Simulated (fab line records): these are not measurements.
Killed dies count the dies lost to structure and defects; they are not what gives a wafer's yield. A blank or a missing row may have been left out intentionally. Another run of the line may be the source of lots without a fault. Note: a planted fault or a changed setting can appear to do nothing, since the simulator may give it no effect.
fab line records | flow n5-finfet
record lots=3 wafers=9 last-day=16
route steps=1938 shown MOL_CONTACT_COAG@548 BEOL_M4@1111 PASSIVATION@1936
lots that met no fault: taken from a fault-free run of the same line
start-h: the number of hours between the record's first day and the start of the first shown wafer of the lot | wait-h: time in hours since the lot's previous step | " same as the row above | L1.1+2: a row that stands for several wafers | - either no value or no given start | * or withheld: withheld | < > ~ a bound
route shown NAME@n: NAME is a module with steps in the file, n the number in the route of the first one | usual: mean and standard deviation over wafers with no fault | same: alike in all rows | chamber/n: place in a boat | sites: each site's reading | _std_site: standard deviation of those values | _edge_site: the outer-site mean with the inner-site mean subtracted | radius-mm: how far each site lies from the wafer's centre | mask NAME#n: copy n | behind: the tool/chamber that last shaped the wafer | hold: cause of the lot's hold/its duration in hours/its outcome | device: whichever transistor did not switch (one of n, p or np) | end of line: the same wafers' tests at the end of the route | step lacking rows: just its recipe | killed: dies lost to structure and defects at the first sort, not the wafer's yield | map: per-die view of a wafer (x killed, . not killed, _ where there is no die)
set.NAME: the run value of the setting; set.NAME@STEP: its run value at that earlier step | model.NAME: the simulator's own value behind a step, which no gauge read
certain route steps with their lots: each step a table, each wafer a row
services: the hour from which a tool's chamber was out of use, counted from the record's first day as start-h (under 0 if before that day), plus the number of hours and why
## steps
# step N5_MOL_CONTACT_COAG_CO_FILL_22
# recipe material=Co target-thk-a=200 temp-c=200 precursor=CCTBA/H2 pressure-torr=30
# step N5_MOL_CONTACT_COAG_ANNEAL_113
# recipe temp-c=400 time-s=300 ambient=H2/N2
# step N5_MOL_CONTACT_COAG_PRE_CLEAN_142
# recipe gas=H2/He time-s=60 temp-c=300
# step N5_MOL_CONTACT_COAG_SPUTTER_130
# recipe material=Co target-thk-a=475 temp-c=25 chamber-pressure-pa=0.5 power-w=3000
# step N5_MOL_CONTACT_COAG_PRECLEAN_125
# recipe chemistry=DIW time-s=57.5 temp-c=23
# step N5_MOL_CONTACT_COAG_SRD_126
# recipe dry-time-s=32 dry=n2-spin spin-rpm=1500
# step N5_MOL_CONTACT_COAG_CMP_23
# recipe stop-on=SiO2 t-overpolish-s=1.5 post-cmp-clean=cu-alkaline down-force-psi=2 platen-rpm=50.289 pad-velocity-m-s=1.0006 target-thk-nm=0
# step N5_MOL_CONTACT_COAG_WET_ETCH_26
# recipe target=Co target-depth-nm=13
# step N5_MOL_CONTACT_COAG_WET_ETCH_116
# recipe chemistry=SC1-inhibited target-depth-nm=4.6 dry=ipa-marangoni rinse-time-s=30 rinse-temp-c=23
# step N5_MOL_CONTACT_COAG_ALD_27
# recipe material=SiOC target-thk-a=170 temp-c=400 ald-precursor-family=carbosiloxane ald-co-reactant=H2-plasma pulse-time-s=1.5 time-s=2720 purge-time-s=2 co-reactant-purge-time-s=2 ald-cycles=340 pressure-torr=2
# step N5_MOL_CONTACT_COAG_CMP_28
# recipe stop-on=SiNx t-overpolish-s=0.85 post-cmp-clean=alkaline-brush down-force-psi=4.15 platen-rpm=51.8 pad-velocity-m-s=1.0307 target-thk-nm=14.522
# usual motor-current-A=12.8/1.1 time-to-endpoint-s=4.7/1.9
# columns lot.wafer tool chamber start-h wait-h motor-current-A time-to-endpoint-s
L526.2 cmp-01 0 126.74 0.8 12.7 8.3
L526.4 " 2 " " 12.0 6.2
L526.3 " 3 " " 12.7 8.1
L534.3 cmp-01 2 171.85 0.8 12.2 2.8
L534.2 " 3 " " 12.9 4.5
L534.6 " 1 " " 13.1 4.4
L539.3 cmp-03 2 199.85 0.8 10.8 3.6
L539.2 " 3 " " 12.1 4.0
L539.1 " 0 " " 14.0 2.7
# step N5_MOL_CONTACT_COAG_ALD_123
# recipe material=SiNx target-thk-a=50 temp-c=400 ald-precursor-family=SiH2I2 ald-co-reactant=N2/H2-plasma pulse-time-s=1 purge-time-s=2 co-reactant-purge-time-s=2 ald-cycles=100 pressure-torr=2
# step N5_MOL_CONTACT_COAG_PECVD_31
# recipe material=SiO2 target-thk-a=460 temp-c=400 precursor=TEOS/O2 pressure-torr=6.5 rf-w=withheld teos-flow-sccm=withheld gas=O2 flow-sccm=2650 time-s=8.9
# step N5_MOL_CONTACT_COAG_COAT_75
# recipe resist=SOC temp-c=250 time-s=60 spin-rpm=1500 resist-thk-nm=60
# step N5_MOL_CONTACT_COAG_COAT_76
# recipe resist=SiARC temp-c=220 time-s=60 spin-rpm=1500 resist-thk-nm=10
# step N5_MOL_CONTACT_COAG_COAT_77
# recipe resist=underlayer temp-c=205 time-s=60 spin-rpm=1500 resist-thk-nm=10
# step N5_MOL_CONTACT_COAG_COAT_78
# recipe resist=CAR-EUV spin-rpm=1500 resist-thk-nm=40
# step N5_MOL_CONTACT_COAG_EBR_80
# recipe solvent=PGMEA ebr-width-mm=1.5
# step N5_MOL_CONTACT_COAG_SOFTBAKE_79
# recipe temp-c=110 time-s=60 resist=CAR-EUV
# step N5_MOL_CONTACT_COAG_EXPOSE_81
# recipe mask-id=VG na=0.33 source-shape=annular sigma-inner=0.3 sigma-outer=0.7 polarization=unpolarized defocus-nm=0 dose-mj=59.5
# step N5_MOL_CONTACT_COAG_PEB_82
# recipe peb-temp-c=100 peb-time-s=60 resist=CAR-EUV
# step N5_MOL_CONTACT_COAG_DEVELOP_83
# recipe develop-time-s=30 developer=TMAH resist=CAR-EUV rinse-liquid=surfactant-rinse dry=air-spin dev-temp-c=23
# step N5_MOL_CONTACT_COAG_INSPECT_57
# recipe mode=adi inspect-instrument=brightfield
# usual raw-defect-count=219/62
# columns lot.wafer tool chamber start-h wait-h raw-defect-count
L526.2 defect-inspect-01 - 128.00 0.0 159
L526.3 " - " " 193
L526.4 " - " " 306
L534.2 defect-inspect-01 - 173.22 0.0 137
L534.3 " - " " 867
L534.6 " - " " 330
L539.1 defect-inspect-01 - 201.74 0.1 226
L539.2 " - " " 323
L539.3 " - " " 263
# step N5_MOL_CONTACT_COAG_DESCUM_88
# recipe chemistry=O2 time-s=7 source-power-w=50 bias-power-w=20 pressure-mtorr=20 rf-frequency-hz=2.712e+07 temp-c=40 resist=CAR-EUV o2-flow-sccm=225
# step N5_MOL_CONTACT_COAG_ETCH_89
# recipe chemistry=N2/H2 target=underlayer target-depth-a=130 mask-material=CAR-EUV time-s=10.4 ion-energy-ev=200 pressure-mtorr=30 source-w=840 bias-w=150 n2-flow-sccm=200 h2-flow-sccm=200 ends=cleared
# step N5_MOL_CONTACT_COAG_ETCH_90
# recipe chemistry=CF4 target=SiARC target-depth-a=130 mask-material=CAR-EUV time-s=21.7 ion-energy-ev=80 pressure-mtorr=40 source-w=545 bias-w=36 Ar_flow_sccm=100 cf4-flow-sccm=100 ends=cleared
# step N5_MOL_CONTACT_COAG_ALD_131
# recipe material=SiO2 target-thk-a=50 temp-c=100 ald-precursor-family=BDEAS ald-co-reactant=O2-plasma pulse-time-s=1 co-reactant-pulse-time-s=1 purge-time-s=2 co-reactant-purge-time-s=2 ald-cycles=35 pressure-torr=2
# step N5_MOL_CONTACT_COAG_ETCHBACK_132
# recipe chemistry=CHF3 target=SiO2 target-depth-a=100 time-s=6.7 ion-energy-ev=200 pressure-mtorr=30 source-w=610 bias-w=170 Ar_flow_sccm=200 CHF3_flow_sccm=50
# step N5_MOL_CONTACT_COAG_ETCH_91
# recipe chemistry=N2/H2 target=SOC target-depth-a=600 overetch-a=210 mask-material=SiARC temp-c=40 time-s=101.2 ion-energy-ev=200 pressure-mtorr=30 source-w=840 bias-w=150 n2-flow-sccm=200 h2-flow-sccm=200
# step N5_MOL_CONTACT_COAG_STRIP_92
# recipe chemistry=N2/H2 temp-c=40 n2-flow-sccm=200 h2-flow-sccm=200 rf-frequency-hz=6e+07
# step N5_MOL_CONTACT_COAG_STRIP_93
# recipe chemistry=N2/H2 temp-c=40 n2-flow-sccm=200 h2-flow-sccm=200 rf-frequency-hz=6e+07
# step N5_MOL_CONTACT_COAG_ETCHBACK_135
# recipe chemistry=CHF3 target=SiO2 target-depth-a=250 time-s=16.7 ion-energy-ev=200 pressure-mtorr=30 source-w=610 bias-w=170 Ar_flow_sccm=200 CHF3_flow_sccm=50
# step N5_MOL_CONTACT_COAG_STRIP_118
# recipe chemistry=CHF3 resist=SiARC rf-frequency-hz=6e+07
# step N5_MOL_CONTACT_COAG_VIA_ETCH_46
# recipe chemistry=C4F6/O2 target-depth-a=460 overetch-a=92 mask-material=SOC target=SiO2 bias-w=455 pressure-mtorr=10 time-s=40 source-w=325 Ar_flow_sccm=300 C4F6_flow_sccm=10 O2_flow_sccm=10 ion-energy-ev=575.3 ends=end-point
# step N5_MOL_CONTACT_COAG_STRIP_96
# recipe chemistry=N2/H2 power-w=500 temp-c=40 pressure-mtorr=50 rf-frequency-hz=6e+07 overash-fraction=0.3 bias-power-w=28 h2-frac=0.5 n2-flow-sccm=300 h2-flow-sccm=300
# step N5_MOL_CONTACT_COAG_ETCH_47
# recipe chemistry=CH3F/O2 target=SiNx target-depth-a=270 mask-material=SiO2 stop-on=W over-etch-frac=0.2 ion-energy-ev=120 endpoint=OES-CN pressure-mtorr=30 source-w=395 bias-w=73 Ar_flow_sccm=150 CH3F_flow_sccm=30 O2_flow_sccm=20 ends=end-point
# step N5_MOL_CONTACT_COAG_STRIP_119
# recipe chemistry=N2/H2 time-s=30 power-w=1000 temp-c=250 pressure-mtorr=withheld n2-flow-sccm=1750 h2-flow-sccm=3250
# step N5_MOL_CONTACT_COAG_INSPECT_42
# recipe mode=adi inspect-instrument=brightfield
# usual raw-defect-count=217/60
# columns lot.wafer tool chamber start-h wait-h raw-defect-count
L526.2 defect-inspect-02 - 129.65 0.0 128
L526.3 " - " " 168
L526.4 " - " " 274
L534.2 defect-inspect-02 - 175.33 0.0 125
L534.3 " - " " 832
L534.6 " - " " 275
L539.1 defect-inspect-01 - 203.08 0.1 226
L539.2 " - " " 319
L539.3 " - " " 271
# step N5_BEOL_M4_RC_MEAS_101
# usual DIBL_N=36.3/1.7 DIBL_P=36.3/2.2 IOFF_N=0.16/0.034 IOFF_P=0.21/0.038 ION_N=673/13 ION_P=461/8.3 SS_N=71.5/0.55 SS_P=73.3/0.67 VT_N=250/3.4 VT_P=-251/3.5
# columns lot.wafer tool chamber start-h wait-h DIBL_N[mV/V] DIBL_P[mV/V] IOFF_N[nA/um] IOFF_P[nA/um] ION_N[uA/um] ION_P[uA/um] SS_N[mV/dec] SS_P[mV/dec] VT_N[mV] VT_P[mV]
L526.2 prober-01 0 193.66 0.2 34.7 37.1 0.19 0.21 706 471 71.4 72.9 243 -251
L526.3 " 0 " " 37.4 39.9 0.22 0.24 691 471 71.9 73.9 242 -248
L526.4 " 0 " " 36.5 38.2 0.20 0.21 671 452 72.1 73.6 245 -250
L534.2 prober-02 0 242.72 0.2 35.8 37.1 0.17 0.23 670 465 71.5 73.5 247 -246
L534.3 " 0 " " 32.5 32.5 0.11 0.16 657 456 70.8 71.8 254 -252
L534.6 " 0 " " 38.0 38.3 0.20 0.25 670 457 72.2 73.3 247 -249
L539.1 prober-02 0 268.22 0.0 36.8 35.0 0.15 0.15 673 452 71.6 73.1 249 -260
L539.2 " 0 " " 36.4 35.5 0.16 0.16 674 454 71.8 73.3 248 -258
L539.3 " 0 " " 35.0 34.0 0.13 0.14 663 449 70.6 72.8 253 -257
# step N5_PASSIVATION_PROBE_49
# usual defect-limited-yield=91.4/1.6 killed_at_M0_to_M3=34/10 killed_at_M4_up=12/4.8 killed-at-contacts=11/6.2 killed-at-front-end=39/13 killed-at-other=4/3.1 killed-dies=101/19 killed-on-rim=13/4.1 killed-open=67/14 killed-short=32/8.3 sort_bin_5_function=5.0/1 sort_bin_6_memory=3.2/0.76 sort-n-pass=1079/19 sort-yield-pct=91.4/1.6
# same gross-dies=1180 killed-at-back-side=0 sort_bin_4_leakage[%]=0 sort_bin_8_speed[%]=0
# columns lot.wafer tool chamber start-h wait-h defect-limited-yield[%] killed_at_M0_to_M3 killed_at_M4_up killed-at-contacts killed-at-front-end killed-at-other killed-dies killed-on-rim killed-open killed-short sort_bin_5_function[%] sort_bin_6_memory[%] sort-n-pass sort-yield-pct[%]
L526.2 prober-02 - 288.29 0.1 90.3 29 9 8 63 5 114 13 88 24 6.4 2.8 1066 90.3
L526.3 prober-02 - 288.34 0.1 92.2 25 8 10 39 10 92 12 55 34 4.5 3.0 1088 92.2
L526.4 prober-02 - 288.39 0.2 91.2 29 12 15 46 2 104 15 74 30 5.0 3.4 1076 91.2
L534.2 prober-02 - 344.47 0.1 93.1 21 8 9 40 3 81 9 59 19 3.5 3.0 1099 93.1
L534.3 prober-02 - 344.52 0.1 56.4 25 10 452 22 6 515 64 43 22 26.7 14.1 665 56.4
L534.6 prober-02 - 344.67 0.3 93.4 15 19 5 33 6 78 7 48 26 4.0 2.4 1102 93.4
L539.1 prober-02 - 376.72 0.0 92.0 38 11 4 39 2 94 14 61 32 5.0 2.7 1086 92.0
L539.2 prober-02 - 376.77 0.1 89.4 46 9 13 55 2 125 15 89 32 6.0 4.2 1055 89.4
L539.3 prober-02 - 376.82 0.1 91.1 45 14 8 32 6 105 15 73 32 6.1 2.6 1075 91.1
# killed by level:class
L526.2 STI_FIN_REVEAL:geometric-particle:open=18 FIN_SAQP:geometric-particle:open=14 BEOL_M1:geometric-particle:open=10 MOL_CONTACT_COAG:geometric-particle:open=7 BEOL_M0_SAQP:geometric-particle:open=6 BEOL_M3:geometric-particle:open=6 BEOL_M6:geometric-particle:open=6 FIN_SAQP:geometric-particle:short=5
L526.3 FIN_SAQP:geometric-particle:open=9 MOL_CONTACT_COAG:geometric-particle:open=8 BEOL_M0_SAQP:geometric-particle:open=7 GATE_CUT:geometric-particle:short=6 BEOL_M2:geometric-particle:open=6 FIN_SAQP:geometric-particle:short=5 STI_FIN_REVEAL:geometric-particle:open=4 GATE_CUT:geometric-particle:open=4
L526.4 MOL_CONTACT_COAG:geometric-particle:open=13 STI_FIN_REVEAL:geometric-particle:open=11 BEOL_M0_SAQP:geometric-particle:open=7 FIN_SAQP:geometric-particle:open=6 GATE_CUT:geometric-particle:short=6 STI_FIN_REVEAL:geometric-particle:short=5 DUMMY_GATE:geometric-particle:open=4 BEOL_M2:geometric-particle:open=4
L534.2 FIN_SAQP:geometric-particle:open=11 STI_FIN_REVEAL:geometric-particle:open=11 BEOL_M1:geometric-particle:open=8 MOL_CONTACT_COAG:geometric-particle:open=5 BEOL_M2:geometric-particle:open=5 FIN_SAQP:geometric-particle:short=4 MOL_CONTACT_COAG:geometric-particle:short=4 GATE_CUT:geometric-particle:short=3
L534.3 MOL_CONTACT_COAG:unspecified=449 STI_FIN_REVEAL:geometric-particle:open=6 BEOL_M0_SAQP:geometric-particle:open=6 BEOL_M3:geometric-particle:open=5 BEOL_M0_SAQP:geometric-particle:short=4 BEOL_M1:geometric-particle:open=4 BEOL_M2:geometric-particle:open=4 STARTING-WAFER:geometric-particle:short=4
L534.6 STI_FIN_REVEAL:geometric-particle:open=7 GATE_CUT:geometric-particle:short=7 BEOL_M4:geometric-particle:open=7 MOL_CONTACT_COAG:geometric-particle:open=4 BEOL_M1:geometric-particle:open=4 STARTING-WAFER:geometric-particle:open=4 FIN_SAQP:geometric-particle:short=3 FIN_SAQP:geometric-particle:open=3
L539.1 BEOL_M3:geometric-particle:open=9 BEOL_M0_SAQP:geometric-particle:open=8 BEOL_M0_SAQP:geometric-particle:short=8 FIN_SAQP:geometric-particle:open=6 STI_FIN_REVEAL:geometric-particle:open=6 DUMMY_GATE:geometric-particle:short=6 DUMMY_GATE:geometric-particle:open=5 BEOL_M4:geometric-particle:open=5
L539.2 STI_FIN_REVEAL:geometric-particle:open=15 MOL_CONTACT_COAG:geometric-particle:open=12 BEOL_M2:geometric-particle:open=10 FIN_SAQP:geometric-particle:open=8 BEOL_M3:geometric-particle:open=8 BEOL_M0_SAQP:geometric-particle:open=6 STARTING-WAFER:geometric-particle:open=6 STI_FIN_REVEAL:geometric-particle:short=5
L539.3 BEOL_M3:geometric-particle:open=11 FIN_SAQP:geometric-particle:open=10 BEOL_M0_SAQP:geometric-particle:short=9 BEOL_M0_SAQP:geometric-particle:open=9 MOL_CONTACT_COAG:geometric-particle:open=6 BEOL_M4:geometric-particle:open=6 BEOL_M2:geometric-particle:open=5 ILD0:geometric-particle:open=4
# map L534.3 (x killed, . not)
_________________..xx.xxxxx.x________________
______________...x.......xx....._____________
___________...x..xx...x.x.......xx.__________
__________.xxx.......xx....xx.xxxx.x_________
________.xx.x.x.xx..x..x....x....xx..._______
_______.x..x.....x.xxxxxxx..xxx...xx...______
______...x.x.xx..xxxx.....x..x..x.x...x._____
_____..xx.xx...x..xxx..x.xx...xx.x.x...xx____
____.xx...xx...xx..xxxx.....xx..xx...xx..x___
___.xx....xxx.x.xxx..xxxx....xx......x.....__
___.xx.xx.xx...x...xxx.....xxx.xx..xxxxxxx.__
__.x..xx....x..xxx..xx....xx.xx..x.x........_
__xx.x.xx.xx..x.....x.x..x.....x.x....xx.xx._
_x..x..x.......xx.x....x...x...x..xxx.xxx..x.
_.xx..............xx...x.....x.x..x.xxxx.x.xx
_xxxxxxxx.xx...x...xxx.xxx..x...x..x..x..x.x.
_x..x...x....xx...x..x..xxxxxx...xxx..x.x..x.
_..xx.x.xxx.xx..x..x..xxx.xx...x....x.x.x..x.
_.xxxxxxx....x....xx.x.xx.xx.x..xx..x.xx..x..
_.x.xx.....xxx..x.x..x...xx.xx....x...x.xx..x
_x.x..x.xxxxx.x..x.x...xx.......x.x.xxxxxxx..
__x...x.........xxx.xx.x......xxx.x.xx.x..xx_
__.xxxxx....xxxx.xx.x.xxx.x..x.xxxx.x...xxxx_
___.....xx.xxx.x.....x...x..x.....xxx..xxx.__
___.xxxx..xx..x..x.x..x......x..xxx.x...xxx__
____..xxx.xxx..xxx.....xx..xx..xxxxxxx..x.___
_____...xxx..xx..xxxx...x.x.x.x........xx____
______...x....x..x....xxxxx.xx.......x.._____
_______...x.xx...x.....xxx.x....xx..x..______
________.xx.x..xx...x...xx.x...x...x.x_______
__________x.xx.x..xx.x.xxx.x.xx...xx_________
___________.xx.x...x.x.xx..xx..x..x__________
______________...x..xx.x..xxx..x_____________
_________________x..xx.xx.xx.________________
# map L526.2 (x killed, . not)
_________________.......x....________________
______________.........x....x..._____________
___________.....x..................__________
__________.....x...................._________
________...........x...x.x............_______
_______.........x.x....................______
______x.x....xx........................._____
_____x...................x..x..x.........____
____x.xxx.............x...................___
___...........x.........x.x...x.......x..x.__
___.......x.........x.........x.........xx.__
__...x.........xx...............x..........._
__.......x........x..xx...x................._
_x..x...........x.......x....x..x...........x
_....x................x..............x.......
_...x..............x.x.......................
_...x...............x........................
_.....x................x........x.........x..
_..x.....x...x...x...x..........xx.x.........
_..................................x..x......
_.....................................x....x.
__.................x........................_
__.......x........x........................._
___............xx.....xx.......x...........__
___.xx.........x................x..........__
____x.....xx..x...................x...x...___
_____....x......x......x.x..............x____
______.................x...xx...x......._____
_______...x....xx...............x..x...______
________.....x.........x.............._______
__________............x......x......_________
___________...............x.x......__________
______________.....x...........x_____________
_________________............________________
## services
# columns tool chamber start-h hours kind
cmp-01 - 120.30 5.6 pm
cmp-01 - 165.57 4.9 repair
cmp-03 - 174.24 0.8 repair
## key
first-sign step=N5_MOL_CONTACT_COAG_INSPECT_57 reading=raw-defect-count direction=up sigmas=11 usual=219 struck=867
effect step=N5_MOL_CONTACT_COAG_INSPECT_42 reading=raw-defect-count direction=up sigmas=10 usual=217 struck=832
effect step=N5_PASSIVATION_PROBE_49 reading=killed-at-contacts direction=up sigmas=71 usual=11 struck=452
more-kills-born-at N5_MOL_CONTACT_COAG_CMP_28@cmp-01=449
met-at N5_MOL_CONTACT_COAG_CMP_28
struck-wafers L534.3
onset-between 126.74 171.85
fault kind=chamber-particle-source tool=cmp-01 chamber=2 onset-h=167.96 steps=N5_MOL_CONTACT_COAG_CMP_28 rate-per-visit-cm2=0.95806 end-h=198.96
